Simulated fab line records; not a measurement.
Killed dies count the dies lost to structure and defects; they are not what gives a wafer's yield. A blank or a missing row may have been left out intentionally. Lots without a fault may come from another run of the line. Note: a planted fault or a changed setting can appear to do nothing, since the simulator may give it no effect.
Code-filled problem report in 8D (eight disciplines) form + flow nand_harc + the parts of the form that need people (team, actions taken, sign-off) are left out

## 1. THE ISSUE
At NHARC_P_ZERO_WELL_CD_MEAS_11, cd_nm averages 508.1 nm over 6 wafers from 2 lots, while fault-free wafers read 499.8 nm, standard deviation 1.5. That is +5.5 standard deviations from the usual mean.
The step: target cd 500 nm.
Seen first at day 8 03:14 on cd_sem-02, wafer L655.2. The record holds 36 wafers of 12 lots with a number at this step. The rule behind "out" and "out of limits": a value lying over 4 standard deviations away from the usual mean. All remaining wafers that have a number are taken as sound.

## 2. WHAT THIS IS AND IS NOT
| question                    | is                     | is not                                                                          |
|-----------------------------|------------------------|---------------------------------------------------------------------------------|
| which readings at this step | cd_nm                  | -                                                                               |
| which lots                  | L655, L656             | L640, L642, L643, L644, L645, L646, L647, L659, L660, L663                      |
| which wafers of those lots  | all that have a number | -                                                                               |
| read on which gauges        | cd_sem-02, cd_sem-03   | cd_sem-01                                                                       |
| when                        | from day 8 03:14       | up to then (21 sound wafers); but 9 sound wafers of L659, L660, L663 came after |

## 3. SUSPECTS, AND WHAT RULES EACH OUT
Counting: a tool at any process step up to the reading remains a suspect when it ran all the lots that are out and ran no sound lot after the first of those.
- ruled out: the gauge at NHARC_P_ZERO_WELL_CD_MEAS_11. Those wafers that are out were read across 2 gauges (cd_sem-02, cd_sem-03).
- litho_track-03 at NHARC_P_ZERO_WELL_SOFTBAKE_06 (time 70 s): kept. All lots that are out passed through it, beginning with L655 at day 8 02:00, and no sound lot followed; its final sound lot before that point was L645 at day 3 22:00. Out on those wafers are its own readings of heater_power_total_W.
Remaining after the count: litho_track-03 at NHARC_P_ZERO_WELL_SOFTBAKE_06.

## 4. THE CAUSE (what the simulator had put in)
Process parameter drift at NHARC_P_ZERO_WELL_SOFTBAKE_06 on litho_track-03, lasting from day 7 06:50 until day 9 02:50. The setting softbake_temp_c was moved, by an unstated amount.
This tool alone remained once counting was done.

## 5. THE CHAIN OF EFFECTS, in route order
Rows list readings where the struck wafers' mean (over those with a number) sits beyond 3 standard deviations from the usual. Only readings for which the record gives a usual standard deviation are gone through. hours: the time from each lot's start at the first step in this table that gives one to its start at this step, as a median over the lots. sigmas: the change in usual standard deviations.
| hours | step                          | reading              | usual    | on struck wafers | change | sigmas |
|-------|-------------------------------|----------------------|----------|------------------|--------|--------|
| 0     | NHARC_P_ZERO_WELL_SOFTBAKE_06 | heater_power_total_W | 200.7 W  | 208.2            | +7.5   | +6.3   |
| 1     | NHARC_P_ZERO_WELL_CD_MEAS_11  | cd_nm                | 499.8 nm | 508.1            | +8.2   | +5.5   |
Its process steps:
- NHARC_P_ZERO_WELL_SOFTBAKE_06: time 70 s.
Later steps that measure or inspect, where all struck wafers having a row at the step show a number for every such reading and not one has moved that far: NHARC_P_GATE_OVL_MEAS_27, NHARC_P_GATE_CD_MEAS_91.

## 6. WHAT WOULD HAVE CAUGHT IT SOONER
20 hours passed between the start of the fault at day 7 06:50 and the first reading out of limits at a measuring or inspecting step in this record, taken at day 8 03:14.
At NHARC_P_ZERO_WELL_SOFTBAKE_06, the tool's own readings (heater_power_total_W) were out on each struck wafer the step has a row for, so an alarm limit on them would have fired on the first such wafer.
Among the 2 lots that are out, L656 began NHARC_P_ZERO_WELL_SOFTBAKE_06 on litho_track-03 after day 8 03:14. Holding the tool at that time would have saved it.
